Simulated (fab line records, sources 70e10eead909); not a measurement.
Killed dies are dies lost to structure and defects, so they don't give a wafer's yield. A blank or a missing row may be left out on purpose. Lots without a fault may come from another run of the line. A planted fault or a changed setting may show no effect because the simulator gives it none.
Which tool did it? | flow nand_harc | 12 lots, 36 wafers sampled, at 5 steps of a route of 1159

WHAT THE GAUGES READ, wafer by wafer
NHARC_END_SORT_01. Usual: killed_at_array 28, standard deviation 11; killed_at_other 0.5, standard deviation 0.85; killed_at_periphery 2.7, standard deviation 1.9; killed_dies 32, standard deviation 12; killed_open 3.3, standard deviation 1.6; killed_short 2.1, standard deviation 1.5.
lot  | measured     | on        | killed_at_array | killed_at_other | killed_at_periphery | killed_dies | killed_open | killed_short | flag
L121 | day 22 09:43 | prober-01 | 22 18 284       | 3 1 1           | 1 1 1               | 26 20 286   | 7 4 2       | 1 1 0        | OFF
L120 | day 21 13:15 | prober-02 | 28 16 291       | 1 0 0           | 5 2 4               | 34 18 295   | 4 3 2       | 4 2 3        | OFF

WHICH TOOL RAN EACH LOT (tool, then ch and the chambers of the sampled wafers, then the start)
lot  | NHARC_A_SLIT_ETCH_24               | NHARC_A_WL_FILL_ALD_02              | NHARC_A_WL_FILL_ETCHBACK_04       | NHARC_A_WL_FILL_STRIP_27
L112 | rie_diel-08 ch 0,1,3, day 14 12:34 | ald_metal-02 ch 0,3, day 14 23:14   | rie_metal-03 ch 0,1, day 15 03:01 | plasma_asher-02 ch 0,1, day 15 03:39
L111 | rie_diel-01 ch 0,1,2, day 14 15:49 | ald_metal-01 ch 0,1,3, day 15 03:25 | rie_metal-01 ch 0,1, day 15 07:08 | plasma_asher-01 ch 0,1, day 15 07:31
L114 | rie_diel-12 ch 0,1,3, day 15 08:22 | ald_metal-02 ch 0,1, day 15 20:21   | rie_metal-03 ch 0,1, day 16 04:26 | plasma_asher-01 ch 0,1, day 16 07:00
L115 | rie_diel-12 ch 1,2,3, day 15 11:09 | ald_metal-02 ch 1,2,3, day 15 23:57 | rie_metal-01 ch 0,1, day 16 10:26 | plasma_asher-01 ch 0,1, day 16 10:49
L121 | rie_diel-01 ch 0,1,3, day 16 14:39 | ald_metal-04 ch 0,1, day 17 03:01   | rie_metal-01 ch 0,1, day 17 18:07 | plasma_asher-01 ch 0, day 17 18:29
L120 | rie_diel-08 ch 1,2, day 16 15:16   | ald_metal-01 ch 1,2,3, day 17 02:59 | rie_metal-01 ch 0,1, day 17 15:35 | plasma_asher-02 ch 0,1, day 17 15:58
L126 | rie_diel-08 ch 0,1,2, day 18 10:16 | ald_metal-02 ch 1,2,3, day 18 20:16 | rie_metal-03 ch 0,1, day 19 05:29 | plasma_asher-01 ch 0,1, day 19 05:52
L128 | rie_diel-01 ch 0,1, day 18 11:31   | ald_metal-04 ch 0,2, day 18 23:11   | rie_metal-02 ch 0,1, day 19 06:40 | plasma_asher-01 ch 0,1, day 19 07:04
L131 | rie_diel-08 ch 0,2, day 19 01:35   | ald_metal-01 ch 0,1, day 19 15:58   | rie_metal-02 ch 0, day 19 19:43   | plasma_asher-02 ch 0,1, day 19 20:28
L132 | rie_diel-12 ch 0,2,3, day 19 02:10 | ald_metal-02 ch 0,1, day 19 19:16   | rie_metal-03 ch 0,1, day 20 07:25 | plasma_asher-02 ch 0,1, day 20 07:56
L129 | rie_diel-08 ch 1,2,3, day 19 03:04 | ald_metal-04 ch 1,2,3, day 19 19:15 | rie_metal-01 ch 0,1, day 20 04:29 | plasma_asher-02 ch 0,1, day 20 04:52
L134 | rie_diel-01 ch 0,2,3, day 20 08:28 | ald_metal-02 ch 0,2,3, day 21 00:02 | rie_metal-03 ch 0,1, day 21 08:46 | plasma_asher-01 ch 0,1, day 21 09:09
- NHARC_A_SLIT_ETCH_24: etches the open film in CF4/CHF3, target depth 121 nm, time 60.5 s.
- NHARC_A_WL_FILL_ALD_02: deposits TiN, target thk 2 nm, pulse time 3 s, ald cycles 100.
- NHARC_A_WL_FILL_ETCHBACK_04: etches the open film in NF3, target depth 60 nm, time 120 s.
- NHARC_A_WL_FILL_STRIP_27: strips in N2/H2, time 20 s.

WHAT THE TOOLS THEMSELVES READ (means of the sampled wafers that have a number; where no wafer has one, the mark that the record gives instead)
NHARC_A_SLIT_ETCH_24. Usual: bias_w 200.1 W, standard deviation 0.53; drypump_motor_current_A 5.8 A, standard deviation 0.51; oes_product_au 0.965 a.u., standard deviation 0.02; rf_vpp_V 370.4 V, standard deviation 2.7; showerhead_plenum_p_Torr 1.57 Torr, standard deviation 0.078; throttle_valve_pct 16.801 %, standard deviation 0.0089.
lot  | tool        | bias_w (W) | drypump_motor_current_A (A) | oes_product_au (a.u.) | rf_vpp_V (V) | showerhead_plenum_p_Torr (Torr) | throttle_valve_pct (%) | flag
L112 | rie_diel-08 | 200.6      | 6.0                         | 0.955                 | 369.0        | 1.54                            | 16.802                 |
L111 | rie_diel-01 | 200.2      | 5.6                         | 0.976                 | 369.7        | 1.55                            | 16.797                 |
L114 | rie_diel-12 | 199.9      | 5.9                         | 0.961                 | 372.9        | 1.62                            | 16.800                 |
L115 | rie_diel-12 | 200.2      | 5.7                         | 0.943                 | 372.1        | 1.62                            | 16.800                 |
L121 | rie_diel-01 | 200.0      | 5.6                         | 0.965                 | 370.2        | 1.56                            | 16.796                 |
L120 | rie_diel-08 | 200.2      | 5.6                         | 0.943                 | 369.6        | 1.50                            | 16.803                 |
L126 | rie_diel-08 | 199.9      | 5.9                         | 0.964                 | 367.7        | 1.52                            | 16.813                 |
L128 | rie_diel-01 | 200.3      | 5.6                         | 0.967                 | 369.5        | 1.54                            | 16.799                 |
L131 | rie_diel-08 | 199.9      | 5.7                         | 0.920                 | 369.5        | 1.53                            | 16.802                 |
L132 | rie_diel-12 | 199.7      | 5.8                         | 0.970                 | 372.9        | 1.62                            | 16.803                 |
L129 | rie_diel-08 | 200.1      | 5.7                         | 0.933                 | 368.6        | 1.52                            | 16.807                 |
L134 | rie_diel-01 | 200.0      | 6.0                         | 0.991                 | 368.0        | 1.50                            | 16.805                 |

NHARC_A_WL_FILL_ALD_02. Usual: heater_power_w 1080 W, standard deviation 88; precursor_pulse_height_rel 1.000, standard deviation 0.02.
lot  | tool         | heater_power_w (W) | precursor_pulse_height_rel | flag
L112 | ald_metal-02 | 1125               | 1.031                      |
L111 | ald_metal-01 | 1081               | 0.993                      |
L114 | ald_metal-02 | 1058               | 0.993                      |
L115 | ald_metal-02 | 1045               | 0.988                      |
L121 | ald_metal-04 | 1052               | 0.993                      |
L120 | ald_metal-01 | 1104               | 1.001                      |
L126 | ald_metal-02 | 1033               | 1.005                      |
L128 | ald_metal-04 | 1042               | 0.984                      |
L131 | ald_metal-01 | 1019               | 1.013                      |
L132 | ald_metal-02 | 1078               | 0.995                      |
L129 | ald_metal-04 | 1146               | 1.004                      |
L134 | ald_metal-02 | 1058               | 1.027                      |

NHARC_A_WL_FILL_ETCHBACK_04. Usual: drypump_motor_current_A 5.8 A, standard deviation 0.54; oes_product_au 1.000 a.u., standard deviation 0.0095; run_length_s 141.1 s, standard deviation 0.39.
lot  | tool         | drypump_motor_current_A (A) | oes_product_au (a.u.) | run_length_s (s) | flag
L112 | rie_metal-03 | 5.5                         | 1.006                 | 140.9            |
L111 | rie_metal-01 | 5.9                         | 0.997                 | 140.8            |
L114 | rie_metal-03 | 5.3                         | 1.001                 | 141.2            |
L115 | rie_metal-01 | 6.3                         | 1.001                 | 141.4            |
L121 | rie_metal-01 | 6.3                         | 0.991                 | 128.1            | OFF
L120 | rie_metal-01 | 5.9                         | 1.013                 | 127.8            | OFF
L126 | rie_metal-03 | 5.3                         | 1.007                 | 141.1            |
L128 | rie_metal-02 | 6.0                         | 1.005                 | 141.3            |
L131 | rie_metal-02 | 6.3                         | 0.989                 | 141.4            |
L132 | rie_metal-03 | 5.3                         | 0.996                 | 141.3            |
L129 | rie_metal-01 | 6.0                         | 1.019                 | 140.9            |
L134 | rie_metal-03 | 5.3                         | 0.994                 | 141.3            |

NHARC_A_WL_FILL_STRIP_27. Usual: drypump_motor_current_A 5.6 A, standard deviation 0.37; heater_power_w 313 W, standard deviation 13.
lot  | tool            | drypump_motor_current_A (A) | heater_power_w (W) | flag
L112 | plasma_asher-02 | 5.5                         | 299                |
L111 | plasma_asher-01 | 5.5                         | 313                |
L114 | plasma_asher-01 | 5.6                         | 309                |
L115 | plasma_asher-01 | 5.5                         | 318                |
L121 | plasma_asher-01 | 5.7                         | 301                |
L120 | plasma_asher-02 | 5.5                         | 307                |
L126 | plasma_asher-01 | 5.6                         | 309                |
L128 | plasma_asher-01 | 5.5                         | 312                |
L131 | plasma_asher-02 | 5.8                         | 318                |
L132 | plasma_asher-02 | 5.5                         | 313                |
L129 | plasma_asher-02 | 5.8                         | 320                |
L134 | plasma_asher-01 | 5.6                         | 323                |

THE ANSWER, worked out from the rows above alone
Rule: a lot is off if the mean of its wafers that have a number lies more than 3 standard deviations from the usual mean. A lot without any number at a reading at which 4 lots or more have one is off too. The other lots that the step has rows for count as sound. The gauges are gone through in route order, then the tools' own readings, and for those a lot's mean is taken as printed above. The first step at which some lot is off is used, and at that step the reading that is off furthest; a lot without a number counts as furthest.
Off: L121, L120, at NHARC_END_SORT_01 (killed_at_array). Neither off nor sound, because the step has no rows for them: L112, L111, L114, L115, L126, L128, L131, L132, L129, L134.
A tool fits if, at a process step before that reading, it ran every lot that is off, and no sound lot after the first of them. The gauges at NHARC_END_SORT_01 aren't tried: what is off there is off at NHARC_A_WL_FILL_ETCHBACK_04 too, on other tools, and a gauge's error can't cause that. One fits: rie_metal-01 at NHARC_A_WL_FILL_ETCHBACK_04. It ran no sound lot before its first lot that is off in this sample, so the start can't be narrowed down.

WHAT THE SIMULATOR HAD PUT IN
Process parameter drift: rie_metal-01, from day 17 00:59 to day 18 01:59, at NHARC_A_WL_FILL_ETCHBACK_04. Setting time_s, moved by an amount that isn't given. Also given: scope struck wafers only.
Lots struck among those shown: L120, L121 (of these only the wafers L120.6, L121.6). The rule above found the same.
